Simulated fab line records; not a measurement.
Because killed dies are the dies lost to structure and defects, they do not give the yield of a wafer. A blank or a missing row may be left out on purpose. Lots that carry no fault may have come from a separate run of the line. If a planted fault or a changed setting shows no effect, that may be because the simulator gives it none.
fab line records    flow nandHarc
[record] lots = 6  wafers = 18  lastDay = 34
route steps=1302 shown A_M1@1181 A_BONDPAD@1202 END@1302
lots that met no fault: from a run of the same line without faults
startH: hours from the record's first day to the start of the lot's first wafer shown    waitH: time in hours since the lot's previous step    " identical to the entry in the row above    L1.1+2: a single row standing in for several wafers    - value missing, or start not given    * or withheld: withheld    < > ~ a bound
route shown NAME@n: a module of which the file shows steps, and the number in the route of the first    usual: the fault-free wafers' mean and standard deviation    same: alike in all rows    chamber/n: place in a boat    sites: readings site by site    _std_site: standard deviation of those values    _edge_site: mean of outer sites minus mean of inner sites    radiusMm: how far each site lies from the wafer's centre    mask NAME#n: copy n    behind: tool/chamber where the wafer was last shaped    hold: why the lot went on hold/how many hours it stayed there/how the hold came to an end    device: the n, p or np transistor that did not switch    end of line: tests of these same wafers at the route's end    a step without rows: its recipe alone    killed: dies that structure and defects cost at the first sort, which is not the same as the wafer's yield    map: the dies of a wafer, with x for killed, . for not killed, _ for no die there
set.NAME: setting as actually run; set.NAME@STEP: the setting as run at that earlier step    model.NAME: the simulator's own value behind a step, which no gauge read
lots at selected steps of the route; one table per step, one row per wafer
services: from which hour (startH, from the record's first day; less than 0 if before it) a tool's chamber was out of use, for how many hours, and why
[[steps]]
[step NHARC_A_M1_INSPECT_11]
[usual] rawDefectCount = 83/38
lot.wafer  tool              chamber  startH  waitH  rawDefectCount
L846.1     defectInspect-02  -        545.03  0.0    65
L846.3     "                 -        "       "      53
L846.6     "                 -        "       "      60
L855.1     defectInspect-02  -        639.04  0.0    47
L855.3     "                 -        "       "      35
L855.4     "                 -        "       "      47
L856.1     defectInspect-01  -        645.53  0.0    82
L856.2     "                 -        "       "      56
L856.6     "                 -        "       "      62
L861.3     defectInspect-01  -        675.91  0.0    74
L861.4     "                 -        "       "      84
L861.6     "                 -        "       "      74
L860.2     defectInspect-01  -        677.23  0.0    57
L860.4     "                 -        "       "      64
L860.5     "                 -        "       "      69
L867.2     defectInspect-02  -        763.39  0.0    141
L867.4     "                 -        "       "      121
L867.6     "                 -        "       "      148
[step NHARC_A_M1_DESCUM_14]
[recipe] timeS = 3  o2FlowSccm = 200  arFlowSccm = 0  biasPowerW = 0  chemistry = O2
[step NHARC_A_M1_ETCH_35]
[recipe] targetDepthA = 400  overetchA = 120  timeS = 43.94  ionEnergyEv = 200  n2FlowSccm = 150  h2FlowSccm = 150  arFlowSccm = 0  rfW = 400  biasW = 150  chemistry = N2/H2
[usual] drypumpMotorCurrentA = 5.7/0.52  oesProductAu = 1.001/0.012  rfFwdPowerW = 394.6/1.9  rfVppV = 429.2/2.5  showerheadPlenumPTorr = 1.99/0.083  throttleValvePct = 14.171/0.009
lot.wafer  tool        chamber  startH  waitH  drypumpMotorCurrentA  oesProductAu  rfFwdPowerW  rfHoursCounterH  rfVppV  showerheadPlenumPTorr  throttleValvePct
L846.3     rieDiel-11  3        545.18  0.1    6.2                   1.006         391.7        2.1              429.2   1.98                   14.171
L846.1     "           0        "       "      5.7                   0.980         395.8        2.4              429.2   1.98                   14.181
L846.6     "           0        "       "      5.7                   0.985         394.9        -                428.8   1.98                   14.173
L855.4     rieDiel-11  0        639.19  0.1    5.7                   0.997         392.8        1.0              428.4   1.98                   14.174
L855.1     "           1        "       "      6.5                   1.010         393.6        0.7              435.1   2.18                   14.152
L855.3     "           2        "       "      5.2                   1.001         395.9        0.8              426.3   1.92                   14.185
L856.2     rieDiel-11  1        645.69  0.1    6.5                   1.013         394.2        0.9              434.9   2.18                   14.163
L856.1     "           2        "       "      5.2                   0.978         396.0        0.9              427.7   1.92                   14.173
L856.6     "           3        "       "      6.2                   0.986         391.1        -                429.1   1.98                   14.153
L861.4     rieDiel-11  1        676.06  0.1    6.5                   1.014         393.2        1.8              436.0   2.18                   14.171
L861.3     "           2        "       "      5.2                   0.977         396.1        1.7              427.6   1.92                   14.173
L861.6     "           2        "       "      5.2                   0.980         395.7        -                425.4   1.92                   14.167
L860.4     rieDiel-08  3        677.39  0.1    5.7                   1.011         396.6        8.2              432.3   2.13                   14.172
L860.2     "           0        "       "      5.7                   1.000         398.0        6.8              427.4   1.97                   14.170
L860.5     "           2        "       "      5.5                   1.008         391.7        -                426.7   1.92                   14.183
L867.4     rieDiel-08  0        763.54  0.1    5.6                   0.996         396.0        2.4              427.7   1.97                   14.171
L867.2     "           3        "       "      5.7                   1.004         398.2        2.2              433.2   2.13                   14.180
L867.6     "           1        "       "      5.0                   1.003         393.2        -                429.0   2.00                   14.168
[step NHARC_A_M1_ETCH_15]
[recipe] targetDepthA = 1825  timeS = 91.2  c4f8FlowSccm = withheld  arFlowSccm = 400  rfW = 600  biasW = 300  chemistry = C4F8/Ar
[step NHARC_A_M1_CD_MEAS_16]
[usual] cdNm = 120.1/0.95
lot.wafer  tool      chamber  startH  waitH  cdNm
L846.1     cdSem-03  -        545.40  -      119.0
L846.3     "         -        "       "      120.1
L846.6     "         -        "       "      120.2
L855.1     cdSem-03  -        639.40  -      120.9
L855.3     "         -        "       "      121.0
L855.4     "         -        "       "      120.5
L856.1     cdSem-03  -        645.90  -      120.6
L856.2     "         -        "       "      120.7
L856.6     "         -        "       "      120.4
L861.3     cdSem-03  -        676.28  -      118.9
L861.4     "         -        "       "      118.5
L861.6     "         -        "       "      120.4
L860.2     cdSem-03  -        677.60  -      121.7
L860.4     "         -        "       "      121.3
L860.5     "         -        "       "      121.3
L867.2     cdSem-01  -        763.76  -      120.1
L867.4     "         -        "       "      119.8
L867.6     "         -        "       "      120.0
[step NHARC_A_M1_STRIP_18]
[recipe] powerW = 1000  n2FlowSccm = 150  h2FlowSccm = 150  arFlowSccm = 0  biasW = 0  chemistry = N2/H2
[step NHARC_A_M1_ETCH_28]
[recipe] targetDepthA = 300  overEtchFrac = 0.3  timeS = 72.99  ionEnergyEv = 150  cf4FlowSccm = 50  n2FlowSccm = 100  arFlowSccm = 150  rfW = 300  biasW = 100  chemistry = CF4/N2
[step NHARC_A_M1_STRIP_19]
[recipe] timeS = 600  tempC = 30  chemistry = postEtchResidueRemover
[step NHARC_A_M1_DEGAS_29]
[recipe] tempC = 250  timeS = 60
[step NHARC_A_M1_PRE_CLEAN_30]
[recipe] timeS = 30  tempC = 280  gas = H2/He
[usual] heaterPowerW = 416/59
lot.wafer  tool           chamber  startH  waitH  heaterPowerW
L846.1     pvdSputter-02  -        -       -      388
L846.3     "              -        "       "      384
L846.6     "              -        "       "      337
L855.1     pvdSputter-01  -        -       -      339
L855.4     "              -        "       "      531
L855.3     "              -        "       "      411
L856.1     pvdSputter-01  -        -       -      344
L856.2     "              -        "       "      512
L856.6     "              -        "       "      341
L861.4     pvdSputter-02  -        -       -      373
L861.3     "              -        "       "      336
L861.6     "              -        "       "      390
L860.4     pvdSputter-01  -        -       -      422
L860.2     "              -        "       "      526
L860.5     "              -        "       "      348
L867.4     pvdSputter-02  -        -       -      466
L867.2     "              -        "       "      382
L867.6     "              -        "       "      457
[step NHARC_A_M1_PVD_20]
[recipe] targetThkA = 50  biasV = 168.6  powerW = 15000  chamberPressurePa = 0.12  timeS = 8.06  substrateTempC = 50  material = TaN
[step NHARC_A_M1_PVD_21]
[recipe] targetThkA = 300  chamberPressurePa = 5  powerW = 5000  substrateTempC = 30  timeS = 20.49  material = Cu
[step NHARC_A_M1_ECD_22]
[recipe] targetThkA = 4000  bathTempC = 25  material = Cu
lot.wafer   tool      chamber  startH  waitH
L846.1+3+6  ecdCu-01  1        546.52  -
L855.1+4+3  ecdCu-02  0,0,1    640.58  -
L856.1+2+6  ecdCu-02  0,1,1    647.00  -
L861.4+3+6  ecdCu-02  0,1,0    677.45  -
L860.2+4+5  ecdCu-02  1        678.68  -
L867.2+4+6  ecdCu-01  0,1,0    764.83  -
[step NHARC_A_M1_ANNEAL_31]
[recipe] tempC = 225  timeS = 90
[step NHARC_A_M1_CMP_23]
[recipe] tOverpolishS = 20  targetThkNm = 154.34
[step NHARC_A_M1_THK_MEAS_24]
[recipe] thkMeasGauge = xrf
[usual] thkNm = 154.7/1.7
lot.wafer  tool          chamber  startH  waitH  thkNm
L846.1     filmMetro-02  -        547.51  -      153.6
L846.3     "             -        "       "      155.8
L846.6     "             -        "       "      157.8
L855.1     filmMetro-01  -        641.63  -      155.4
L855.3     "             -        "       "      154.8
L855.4     "             -        "       "      152.8
L856.1     filmMetro-02  -        648.04  -      153.9
L856.2     "             -        "       "      151.8
L856.6     "             -        "       "      153.8
L861.3     filmMetro-02  -        678.39  -      152.7
L861.4     "             -        "       "      154.5
L861.6     "             -        "       "      153.6
L860.2     filmMetro-02  -        679.72  -      155.3
L860.4     "             -        "       "      156.9
L860.5     "             -        "       "      154.5
L867.2     filmMetro-01  -        765.86  -      155.1
L867.4     "             -        "       "      154.6
L867.6     "             -        "       "      154.1
[step NHARC_A_M1_SRD_25]
[step NHARC_A_M1_PRE_CLEAN_32]
[recipe] timeS = 12  tempC = 370  rfPowerW = 300  gas = NH3
[step NHARC_A_M1_DEP_33]
[recipe] targetThkA = 300  tempC = 370  targetThkNm = 30  pressureTorr = 3  flowSccm = 200  rfW = 450  material = SiCN
[step NHARC_A_BONDPAD_DEP_00]
[recipe] targetThkA = 2500  tempC = 370  targetThkNm = 250  pressureTorr = 3  flowSccm = 200  rfW = 450  material = SiCN
[step NHARC_A_BONDPAD_CMP_29]
[recipe] targetThkNm = 200  material = SiCN
[usual] motorCurrentA = 12.3/1.3
lot.wafer  tool    chamber  startH  waitH  motorCurrentA
L846.3     cmp-01  1        548.80  -      11.3
L846.1     "       2        "       "      11.3
L846.6     "       0        "       "      11.6
L855.3     cmp-01  1        643.01  -      11.5
L855.4     "       2        "       "      10.7
L855.1     "       3        "       "      13.3
L856.2     cmp-02  1        649.42  -      13.9
L856.1     "       3        "       "      13.1
L856.6     "       0        "       "      12.2
L861.4     cmp-02  1        679.66  -      14.3
L861.3     "       3        "       "      13.1
L861.6     "       2        "       "      13.9
L860.4     cmp-01  1        680.99  -      12.0
L860.2     "       2        "       "      11.0
L860.5     "       1        "       "      12.1
L867.2     cmp-01  3        767.14  -      12.7
L867.4     "       1        "       "      11.6
L867.6     "       3        "       "      12.7
[step NHARC_A_BONDPAD_THK_MEAS_30]
[recipe] thkMeasGauge = ellipsometry
[usual] thkNm = 200.2/1.5
lot.wafer  tool          chamber  startH  waitH  thkNm
L846.1     filmMetro-01  -        549.02  0.2    202.3
L846.3     "             -        "       "      199.7
L846.6     "             -        "       "      199.8
L855.1     filmMetro-01  -        643.26  0.2    199.6
L855.3     "             -        "       "      199.2
L855.4     "             -        "       "      201.9
L856.1     filmMetro-02  -        649.65  0.1    200.9
L856.2     "             -        "       "      199.8
L856.6     "             -        "       "      201.9
L861.3     filmMetro-01  -        679.91  0.2    198.8
L861.4     "             -        "       "      200.6
L861.6     "             -        "       "      199.9
L860.2     filmMetro-02  -        681.24  0.2    202.0
L860.4     "             -        "       "      197.5
L860.5     "             -        "       "      199.3
L867.2     filmMetro-01  -        767.37  0.2    198.6
L867.4     "             -        "       "      199.0
L867.6     "             -        "       "      199.8
[step NHARC_A_BONDPAD_SRD_31]
[step NHARC_A_BONDPAD_DEHYDRATE_01]
[recipe] tempC = 150  timeS = 120
[step NHARC_A_BONDPAD_HMDS_02]
[recipe] timeS = 30
[step NHARC_A_BONDPAD_COAT_33]
[recipe] tempC = 200  timeS = 65
[step NHARC_A_BONDPAD_COAT_03]
[recipe] spinRpm = 2000  resistThkNm = 600
[step NHARC_A_BONDPAD_SOFTBAKE_04]
[recipe] tempC = 125  timeS = 70
[step NHARC_A_BONDPAD_EBR_05]
[step NHARC_A_BONDPAD_EXPOSE_06]
[recipe] na = 0.55  doseMj = 36.99  maskId = A_BPAD
[step NHARC_A_BONDPAD_PEB_07]
[recipe] pebTempC = 128  pebTimeS = 80
[step NHARC_A_BONDPAD_DEVELOP_08]
[recipe] timeS = 50  devTempC = 22
[step NHARC_A_BONDPAD_CD_MEAS_09]
[recipe] targetCdNm = 500  landingEnergyEv = 500
[usual] cdNm = 499.5/2.7
lot.wafer  tool      chamber  startH  waitH  cdNm
L846.1     cdSem-01  0        549.46  -      497.5
L846.3     "         0        "       "      499.4
L846.6     "         0        "       "      500.3
L855.1     cdSem-03  0        643.83  -      496.1
L855.3     "         0        "       "      500.6
L855.4     "         0        "       "      500.3
L856.1     cdSem-02  0        650.23  -      498.3
L856.2     "         0        "       "      503.8
L856.6     "         0        "       "      504.8
L861.3     cdSem-03  0        680.48  -      504.8
L861.4     "         0        "       "      501.3
L861.6     "         0        "       "      501.7
L860.2     cdSem-02  0        681.81  -      499.5
L860.4     "         0        "       "      503.0
L860.5     "         0        "       "      498.3
L867.2     cdSem-02  0        767.81  -      501.7
L867.4     "         0        "       "      500.6
L867.6     "         0        "       "      500.5
[step NHARC_A_BONDPAD_OVL_MEAS_35]
[usual] overlayXNm = 0/4.9  overlayYNm = 0/5.5
lot.wafer  tool        chamber  startH  waitH  overlayXNm  overlayYNm
L846.1     overlay-01  -        549.55  -      4           7
L846.3     "           -        "       "      4           7
L846.6     "           -        "       "      4           7
L855.1     overlay-02  -        643.92  -      -2          2
L855.3     "           -        "       "      -3          2
L855.4     "           -        "       "      -2          2
L856.1     overlay-01  -        650.31  -      3           12
L856.2     "           -        "       "      3           12
L856.6     "           -        "       "      3           11
L861.3     overlay-02  -        680.56  -      -4          -5
L861.4     "           -        "       "      -3          -5
L861.6     "           -        "       "      -4          -5
L860.2     overlay-02  -        681.89  -      -8          0
L860.4     "           -        "       "      -7          1
L860.5     "           -        "       "      -7          1
L867.2     overlay-01  -        767.90  -      6           7
L867.4     "           -        "       "      6           7
L867.6     "           -        "       "      6           7
[step NHARC_A_BONDPAD_HARDBAKE_10]
[recipe] tempC = 118  timeS = 65
[step NHARC_A_BONDPAD_DESCUM_11]
[recipe] timeS = 3  o2FlowSccm = 200  arFlowSccm = 0  biasPowerW = 0  chemistry = O2
[step NHARC_A_BONDPAD_ETCH_34]
[recipe] targetDepthA = 600  overetchA = 180  timeS = 65.91  ionEnergyEv = 200  n2FlowSccm = 150  h2FlowSccm = 150  arFlowSccm = 0  rfW = 400  biasW = 150  chemistry = N2/H2
[usual] drypumpMotorCurrentA = 5.5/0.36  oesProductAu = 1.002/0.012  rfFwdPowerW = 396.5/1.6  rfVppV = 430/3.2  showerheadPlenumPTorr = 2.02/0.11  throttleValvePct = 14.171/0.01
lot.wafer  tool        chamber  startH  waitH  drypumpMotorCurrentA  oesProductAu  rfFwdPowerW  rfHoursCounterH  rfVppV  showerheadPlenumPTorr  throttleValvePct
L846.3     rieDiel-01  1        549.76  0.1    6.1                   0.998         395.6        55               428     1.99                   14.172
L846.1     "           3        "       "      5.0                   0.999         396.6        55               428     1.92                   14.172
L846.6     "           1        "       "      6.0                   0.993         397.4        -                430     1.99                   14.174
L855.1     rieDiel-06  1        644.13  0.1    5.1                   0.979         392.9        4                430     2.03                   14.191
L855.3     "           3        "       "      5.6                   1.020         394.9        4                435     2.17                   14.166
L855.4     "           0        "       "      5.6                   1.002         397.6        4                426     1.90                   14.176
L856.1     rieDiel-12  3        650.53  0.1    6.3                   1.016         398.8        2                434     2.13                   14.156
L856.2     "           0        "       "      5.4                   1.012         397.3        3                434     2.12                   14.199
L856.6     "           3        "       "      6.3                   1.018         399.7        -                432     2.13                   14.165
L861.3     rieDiel-06  3        680.77  0.1    5.5                   1.012         397.2        0                434     2.17                   14.169
L861.4     "           1        "       "      5.1                   1.008         396.2        0                429     2.03                   14.170
L861.6     "           2        "       "      5.6                   0.988         396.3        -                425     1.90                   14.165
L860.2     rieDiel-06  1        682.10  0.1    5.1                   1.023         393.7        0                431     2.03                   14.182
L860.4     "           3        "       "      5.5                   1.022         396.7        0                434     2.17                   14.185
L860.5     "           2        "       "      5.6                   0.994         396.8        -                428     1.90                   14.160
L867.2     rieDiel-01  0        768.13  0.1    5.1                   0.988         400.0        5                434     2.13                   14.181
L867.4     "           3        "       "      4.9                   0.995         396.7        -                427     1.90                   14.160
L867.6     "           2        "       "      5.4                   0.988         396.9        -                436     2.19                   14.175
[step NHARC_A_BONDPAD_ETCH_12]
[recipe] targetDepthA = 2200  timeS = 110  chf3FlowSccm = 50  o2FlowSccm = 10  arFlowSccm = 200  rfW = 500  biasW = 200  chemistry = CHF3/O2
[step NHARC_A_BONDPAD_CD_MEAS_13]
[usual] cdNm = 499/3.1
lot.wafer  tool      chamber  startH  waitH  cdNm
L846.1     cdSem-02  -        550.00  -      498
L846.3     "         -        "       "      501
L846.6     "         -        "       "      499
L855.1     cdSem-01  -        644.36  -      495
L855.3     "         -        "       "      500
L855.4     "         -        "       "      499
L856.1     cdSem-03  -        650.75  -      500
L856.2     "         -        "       "      504
L856.6     "         -        "       "      506
L861.3     cdSem-02  -        681.04  -      505
L861.4     "         -        "       "      500
L861.6     "         -        "       "      501
L860.2     cdSem-03  -        682.33  -      498
L860.4     "         -        "       "      503
L860.5     "         -        "       "      497
L867.2     cdSem-01  -        768.39  -      500
L867.4     "         -        "       "      500
L867.6     "         -        "       "      499
[step NHARC_A_BONDPAD_STRIP_15]
[recipe] o2FlowSccm = 500  arFlowSccm = 0  biasW = 0  chemistry = O2
[usual] drypumpMotorCurrentA = 5.5/0.35  oesProductAu = 1.002/0.011  rfVppV = 57.9/0.96  showerheadPlenumPTorr = 3.51/0.18  throttleValvePct = 17.038/0.0076
lot.wafer  tool        chamber  startH  waitH  drypumpMotorCurrentA  oesProductAu  rfHoursCounterH  rfVppV  showerheadPlenumPTorr  throttleValvePct
L846.1     rieDiel-06  3        550.09  0.1    5.6                   1.021         2                59.5    3.73                   17.044
L846.3     "           1        "       "      5.1                   1.002         1                57.3    3.52                   17.014
L846.6     "           3        "       "      5.6                   1.019         -                57.6    3.73                   17.031
L855.3     rieDiel-12  3        644.43  0.1    6.3                   1.009         1                57.9    3.67                   17.037
L855.4     "           0        "       "      5.3                   1.005         2                58.8    3.65                   17.041
L855.1     "           2        "       "      5.1                   1.001         1                56.2    3.30                   17.035
L856.2     rieDiel-06  3        650.84  0.1    5.5                   1.023         4                58.7    3.73                   17.052
L856.1     "           0        "       "      5.6                   0.999         5                57.5    3.31                   17.037
L856.6     "           2        "       "      5.6                   1.004         -                57.3    3.30                   17.047
L861.4     rieDiel-06  2        681.13  0.1    5.6                   1.001         0                57.8    3.30                   17.037
L861.3     "           3        "       "      5.5                   1.006         0                57.8    3.73                   17.034
L861.6     "           1        "       "      5.1                   1.001         -                57.4    3.51                   17.035
L860.2     rieDiel-06  2        682.44  0.1    5.6                   0.985         0                56.4    3.30                   17.038
L860.4     "           3        "       "      5.5                   1.007         0                57.8    3.73                   17.028
L860.5     "           0        "       "      5.6                   1.010         -                56.6    3.31                   17.035
L867.2     rieDiel-06  0        768.48  0.1    5.6                   1.002         2                56.3    3.30                   17.029
L867.4     "           2        "       "      5.6                   0.986         2                57.4    3.30                   17.033
L867.6     "           0        "       "      5.6                   1.017         -                58.7    3.30                   17.027
[step NHARC_END_SORT_01]
[recipe] tempC = 25
[usual] defectLimitedYield = 91/3.1  killedAtArray = 57/21  killedAtOther = 0.9/1.2  killedAtPeriphery = 4.2/2.9  killedDies = 62/21  killedOpen = 3.2/1.8  killedShort = 2.4/1.5
[same] grossDies = 677
lot.wafer  tool       chamber  startH  waitH  defectLimitedYield[%]  killedAtArray  killedAtOther  killedAtPeriphery  killedDies  killedOpen  killedShort
L855.1     prober-02  0        674.50  2.5    93                     40             2              4                  46          1           5
L855.3     prober-02  0        676.07  3.1    95                     33             0              4                  37          4           3
L855.4     prober-02  0        676.85  3.4    93                     43             0              7                  50          4           1
L861.3     prober-02  0        713.43  3.1    25                     509            0              1                  510         2           2
L860.2     prober-01  0        714.05  2.8    26                     497            0              1                  498         2           1
L860.4     prober-01  0        715.64  3.4    26                     497            1              1                  499         3           3
L860.5     prober-01  0        716.43  3.7    26                     499            0              3                  502         1           0
// killed by level:class
L855.1 A_CHANNEL_HOLE_D2:chamberFilmFlake=14 A_STAIRCASE:chamberFilmFlake=9 A_WL_FILL:chamberFilmFlake=4 P_GATE:chamberFilmFlake=3 A_CHANNEL_HOLE_D1:chamberFilmFlake=3 A_CHANNEL_FILL_D1:geometricParticle:short=2 A_ZERO_WELL:chamberFilmFlake=2 P_CONTACT:geometricParticle:short=1
L855.3 A_CHANNEL_HOLE_D2:chamberFilmFlake=13 A_STAIRCASE:chamberFilmFlake=5 A_CHANNEL_HOLE_D1:chamberFilmFlake=4 P_GATE:chamberFilmFlake=2 A_ZERO_WELL:chamberFilmFlake=2 P_GATE:geometricParticle:open=1 P_CONTACT:geometricParticle:open=1 A_CHANNEL_HOLE_D1:geometricParticle:short=1
L855.4 A_CHANNEL_HOLE_D2:chamberFilmFlake=17 A_CHANNEL_HOLE_D1:chamberFilmFlake=8 A_STAIRCASE:chamberFilmFlake=6 P_GATE:chamberFilmFlake=6 A_WL_FILL:chamberFilmFlake=4 A_SLIT:chamberFilmFlake=2 P_M1:geometricParticle:short=1 A_ONON_D1:geometricParticle:open=1
L861.3 A_M1:unspecified=472 A_SLIT:chamberFilmFlake=24 A_CHANNEL_HOLE_D1:chamberFilmFlake=4 A_CONTACT:chamberFilmFlake=2 A_BONDPAD:chamberFilmFlake=2 P_CONTACT:geometricParticle:open=1 A_ONON_D1:geometricParticle:short=1 A_SGD_CUT:geometricParticle:short=1
L860.2 A_M1:unspecified=467 A_CHANNEL_HOLE_D2:chamberFilmFlake=10 A_CONTACT:chamberFilmFlake=7 A_CHANNEL_HOLE_D1:chamberFilmFlake=6 A_SLIT:chamberFilmFlake=2 A_CHANNEL_FILL_D1:geometricParticle:open=1 A_WL_FILL:geometricParticle:short=1 A_CONTACT:geometricParticle:open=1
L860.4 A_M1:unspecified=463 A_CHANNEL_HOLE_D2:chamberFilmFlake=18 A_CONTACT:chamberFilmFlake=4 A_M0:geometricParticle:open=3 A_CHANNEL_HOLE_D1:chamberFilmFlake=3 A_SLIT:chamberFilmFlake=2 A_SOURCE_PLATE:geometricParticle:short=1 A_CHANNEL_FILL_D1:geometricParticle:short=1
L860.5 A_M1:unspecified=471 A_CHANNEL_HOLE_D2:chamberFilmFlake=15 P_ZERO_WELL:chamberFilmFlake=3 A_CHANNEL_HOLE_D1:chamberFilmFlake=3 A_SLIT:chamberFilmFlake=3 A_CHANNEL_FILL_D2:chamberFilmFlake=2 A_SGD_CUT:geometricParticle:open=1 A_CHANNEL_FILL_D1:chamberFilmFlake=1
// map L860.5 (x killed, . not)
____________x____________
_________xxx.xxx_________
_______xxxxxxxx.xx_______
______.xxx..xx.xxxx______
_____xxxx.xx.x.xxx.x_____
____.xxxxxx.xxxxx.xx.____
____xxx.xxx.xxx..xxxx____
___xxxx.xxxxx.xx.x.xx.___
___xxxx.x.xxxx.xx.xxxx___
__..xx.xxx.xxxx..xxxx..__
__.xx..x.xxxxxxxxxxx.xx__
_xxxxxxxxxxx....xx.x.xxx_
_xxx.x.xxxxxxxxx.x.x..x._
_xx.xxxxxxxxx..x.x.x..x._
_xx.xxxx.xxxxxxxxxxxxxx._
_x.xxxxx.xx.x..xxxx.x.xx_
..xxx..xx.xxxxxxxxxxxxx.x
xxxxxx.xxxxxxxxx.xxxx.xx.
..xx.x.xxxx.xxxx.xxxxx.xx
xxxxx.xxxxxx.x..xxxx.xxx.
xxxxx..x.....xxx.xxx.xxx.
_xxxx.xx.xxx....xxx.x.x._
_xxxxx.xxx.xxxxx.xxx.x.._
_xxxxxxxxxxxx.x.xxxxx..x_
_x.xxxxxxxx..xxx.xxx.xxx_
_xxxxxxxxxx.xxx..xxxxxxx_
__xxxxxx.x.x.....xxx.x.__
__.xxxxxxxxxxx.xx.x.xx.__
___xxx.xxxxxxx.xxxxxxx___
___xxxxx.x.xxxxxxxx.x.___
____x.xx...xxx..xxxx.____
____..x..xxxx.xxxxxxx____
_____.xxxxxx......x._____
______xxxxxxx.xxxxx______
_______xxxxxx.xxx._______
_________xxxx.xx_________
____________x____________
// map L861.3 (x killed, . not)
____________x____________
_________xxxxxxx_________
_______xxxxxx..xxx_______
______xx.xxxx.x.xxx______
_____xxx.xx.xxxxxxx._____
____xxx..xx...xxx..x.____
____xxxx.x.x..xxx..x.____
___x.xxx..xxxxxxxxxxx.___
___.xxxx.xxxxxxx.xx.xx___
__xx..xxxxxxxxxxxxxxx..__
__xxxx.xxxxxxxxx.xx.xxx__
_x.x.x.xxxx.x.xxxx.x..xx_
_xxxxx.xxxxxxx..xxx.xxxx_
_.xxx.xxxxxxxxxxxxxxx.xx_
_x..xxxxxx.x.xxxxx...xxx_
_xx.x.xxxxxx..xxxxxxxxxx_
xxx.xxx..xx..xxxx.x.x.xxx
xxxxxxxxx.xxxxxx..xxxx.xx
x.xxxxxx.xx.xx.xxxx.x.xxx
xx.x.xxxx....xxxx.xxxxxxx
xxxxxxx.xx.xxxxx..xx.x..x
_xxxxxx.xxxx.xxxxxxx.x.._
_xx.xxx.xx....xxxxxxx..._
_xxxxx.x..x..x.xx..xxxxx_
_xxxxxx.xxx.xx.xxxxxxxxx_
_xxxxxxxxxxxx.x.xxxxx.xx_
__xxxxxxx.x.xxxxx..x.x.__
__.xxxxxxxxxx.x.xxx..xx__
___..xxx.x.xxxxxxx.xxx___
___.xxx.xxxx.xxxxxx.xx___
____xxxxx..xxxxx.xxxx____
____.x.x.x.xxxxx.xxxx____
_____.xxxx.xxx.xxxxx_____
______xxx.x...xxx.x______
_______x.x..xxxx.x_______
_________xxx..x._________
____________x____________
[[services]]
tool           chamber  startH  hours  kind
cmp-01         -        533.28  4.0    pm
pvdSputter-02  -        555.61  2.7    repair
pvdSputter-01  -        565.00  6.8    repair
rieDiel-11     3        567.59  4.4    repair
rieDiel-11     1        569.18  7.5    repair
pvdSputter-01  -        582.00  10.0   pm
ecdCu-02       -        586.72  1.5    repair
rieDiel-11     0        587.37  10.5   repair
cmp-01         -        588.37  0.3    repair
ecdCu-02       -        596.00  8.0    pm
rieDiel-11     3        603.91  13.6   repair
rieDiel-11     -        609.57  9.0    pm
cmp-01         -        614.30  0.9    repair
rieDiel-06     3        623.28  8.4    repair
cmp-01         -        631.28  4.0    pm
pvdSputter-02  -        638.00  10.0   pm
cmp-01         -        657.81  4.5    repair
rieDiel-06     -        661.21  9.0    pm
rieDiel-06     0        670.79  7.1    repair
cmp-01         -        674.38  1.5    repair
rieDiel-06     1        684.24  3.2    repair
pvdSputter-02  -        708.31  1.0    repair
cmp-01         -        719.82  2.1    repair
cmp-01         -        729.28  4.0    pm
[[key]]
[firstSign] step = NHARC_END_SORT_01  reading = killedAtArray  direction = up  sigmas = 21  usual = 57  struck = 500
[effect] step = NHARC_END_SORT_01  reading = defectLimitedYield  direction = down  sigmas = 21  usual = 91  struck = 26
[moreKillsBornAt] NHARC_A_M1_ECD_22@ecdCu-02 = 1873
metAt NHARC_A_M1_ECD_22
struckWafers L860.2,L860.4,L860.5,L861.3
onsetBetween 647.00 677.45
[fault] kind = chamberParticleSource  tool = ecdCu-02  chamber = 1  onsetH = 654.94  steps = NHARC_A_M1_ECD_22  ratePerVisitCm2 = 1.3576
